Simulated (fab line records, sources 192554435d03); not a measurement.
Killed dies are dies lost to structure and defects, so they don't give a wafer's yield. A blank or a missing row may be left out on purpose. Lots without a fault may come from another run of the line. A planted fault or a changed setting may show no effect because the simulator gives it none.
Which tool did it? | flow n5_finfet | 20 lots, 60 wafers sampled, at 2 steps of a route of 1938

WHAT THE GAUGES READ, wafer by wafer
N5_SD_EPI_N_CD_MEAS_09: target cd 120 nm. Usual: cd_nm 119.7 nm, standard deviation 1.1.
lot  | measured    | on        | cd_nm (nm)        | flag
L074 | day 3 00:12 | cd_sem-03 | 119.7 121.3 120.6 |
L076 | day 3 14:10 | cd_sem-03 | 118.8 118.9 118.9 |
L077 | day 3 18:16 | cd_sem-02 | 119.5 119.5 118.9 |
L078 | day 3 23:46 | cd_sem-03 | 120.0 120.6 120.2 |
L079 | day 4 06:48 | cd_sem-01 | 120.1 120.8 120.6 |
L080 | day 4 15:42 | cd_sem-01 | 119.1 120.6 118.5 |
L081 | day 4 20:43 | cd_sem-03 | 120.3 119.9 120.4 |
L082 | day 4 23:43 | cd_sem-01 | 117.8 118.3 117.5 |
L083 | day 5 07:02 | cd_sem-01 | 118.1 119.2 119.0 |
L084 | day 5 10:58 | cd_sem-03 | 117.5 118.0 117.4 |
L085 | day 5 17:24 | cd_sem-02 | 118.5 120.0 118.7 |
L086 | day 6 01:01 | cd_sem-02 | 118.4 119.3 119.5 |
L087 | day 6 06:05 | cd_sem-01 | 118.5 118.5 118.2 |
L090 | day 7 02:14 | cd_sem-03 | 121.0 121.6 121.0 |
L091 | day 7 08:29 | cd_sem-02 | 120.5 118.6 118.4 |
L093 | day 7 20:22 | cd_sem-01 | 118.9 119.5 118.8 |
L094 | day 8 03:56 | cd_sem-01 | 120.5 120.8 120.9 |
L095 | day 8 06:09 | cd_sem-01 | 119.7 121.4 121.0 |
L096 | day 8 12:13 | cd_sem-02 | 119.9 120.1 120.7 |
L097 | day 8 20:22 | cd_sem-03 | 120.5 120.7 121.1 |

WHICH TOOL RAN EACH LOT (tool, then ch and the chambers of the sampled wafers, then the start)
lot  | N5_DUMMY_GATE_ETCH_29
L074 | rie_diel-06 ch 0,2,3, day 2 21:38
L076 | rie_diel-01 ch 2,3, day 3 11:53
L077 | rie_diel-03 ch 0,1, day 3 16:05
L078 | rie_diel-01 ch 0,1,2, day 3 21:34
L079 | rie_diel-03 ch 0,1,2, day 4 04:42
L080 | rie_diel-06 ch 0,3, day 4 12:25
L081 | rie_diel-06 ch 0,1,2, day 4 18:29
L082 | rie_diel-03 ch 0,3, day 4 20:53
L083 | rie_diel-01 ch 1,2,3, day 5 04:53
L084 | rie_diel-06 ch 0,2,3, day 5 08:46
L085 | rie_diel-01 ch 0,1,2, day 5 15:18
L086 | rie_diel-06 ch 0,3, day 5 22:06
L087 | rie_diel-06 ch 0,1,2, day 6 03:55
L090 | rie_diel-01 ch 1,2,3, day 6 23:46
L091 | rie_diel-03 ch 0,1,2, day 7 05:58
L093 | rie_diel-06 ch 1,2,3, day 7 18:13
L094 | rie_diel-03 ch 1,2,3, day 8 01:50
L095 | rie_diel-03 ch 0,1,3, day 8 04:03
L096 | rie_diel-03 ch 0,3, day 8 10:00
L097 | rie_diel-06 ch 0,3, day 8 15:29
- N5_DUMMY_GATE_ETCH_29: etches underlayer in N2/H2, target depth 13 nm.

WHAT THE TOOLS THEMSELVES READ (means of the sampled wafers that have a number; where no wafer has one, the mark that the record gives instead)
N5_DUMMY_GATE_ETCH_29. Usual: drypump_motor_current_A 5.7 A, standard deviation 0.57; oes_product_au 0.77 a.u., standard deviation 0.088; rf_vpp_V 524.5 V, standard deviation 2.3; showerhead_plenum_p_Torr 2.56 Torr, standard deviation 0.079; throttle_valve_pct 17.85 %, standard deviation 0.2.
lot  | tool        | drypump_motor_current_A (A) | oes_product_au (a.u.) | rf_vpp_V (V) | showerhead_plenum_p_Torr (Torr) | throttle_valve_pct (%) | flag
L074 | rie_diel-06 | 5.6                         | 0.77                  | 524.7        | 2.54                            | 17.80                  |
L076 | rie_diel-01 | 6.0                         | 0.83                  | 523.5        | 2.53                            | 17.87                  |
L077 | rie_diel-03 | 6.2                         | 0.68                  | 524.9        | 2.63                            | 17.98                  |
L078 | rie_diel-01 | 5.3                         | 0.80                  | 524.8        | 2.59                            | 17.90                  |
L079 | rie_diel-03 | 6.3                         | 0.68                  | 524.8        | 2.58                            | 17.98                  |
L080 | rie_diel-06 | 6.1                         | 0.79                  | 523.0        | 2.50                            | 17.85                  |
L081 | rie_diel-06 | 5.4                         | 0.83                  | 523.2        | 2.48                            | 17.69                  |
L082 | rie_diel-03 | 5.8                         | 0.71                  | 526.1        | 2.64                            | 18.02                  |
L083 | rie_diel-01 | 5.6                         | 0.76                  | 524.9        | 2.55                            | 17.90                  |
L084 | rie_diel-06 | 5.7                         | 0.85                  | 525.0        | 2.53                            | 17.68                  |
L085 | rie_diel-01 | 5.3                         | 0.79                  | 526.2        | 2.58                            | 17.92                  |
L086 | rie_diel-06 | 6.1                         | 0.79                  | 523.5        | 2.50                            | 17.87                  |
L087 | rie_diel-06 | 5.4                         | 0.81                  | 522.3        | 2.48                            | 17.71                  |
L090 | rie_diel-01 | 5.6                         | 0.76                  | 524.3        | 2.55                            | 17.91                  |
L091 | rie_diel-03 | 6.3                         | 0.76                  | 525.7        | 2.58                            | 17.88                  |
L093 | rie_diel-06 | 5.2                         | 0.82                  | 524.4        | 2.56                            | 17.65                  |
L094 | rie_diel-03 | 5.9                         | 0.75                  | 524.3        | 2.58                            | 17.92                  |
L095 | rie_diel-03 | 5.9                         | 0.76                  | 525.1        | 2.62                            | 17.93                  |
L096 | rie_diel-03 | 5.8                         | 0.68                  | 525.5        | 2.63                            | 18.07                  |
L097 | rie_diel-06 | 5.9                         | 0.79                  | 525.5        | 2.58                            | 17.81                  |

THE ANSWER, worked out from the rows above alone
Rule: a lot is off if the mean of its wafers that have a number lies more than 3 standard deviations from the usual mean. A lot without any number at a reading at which 4 lots or more have one is off too. The other lots that the step has rows for count as sound. The gauges are gone through in route order, then the tools' own readings, and for those a lot's mean is taken as printed above. The first step at which some lot is off is used, and at that step the reading that is off furthest; a lot without a number counts as furthest.
No lot is off at any reading shown: from this, nothing can be told.

WHAT THE SIMULATOR HAD PUT IN
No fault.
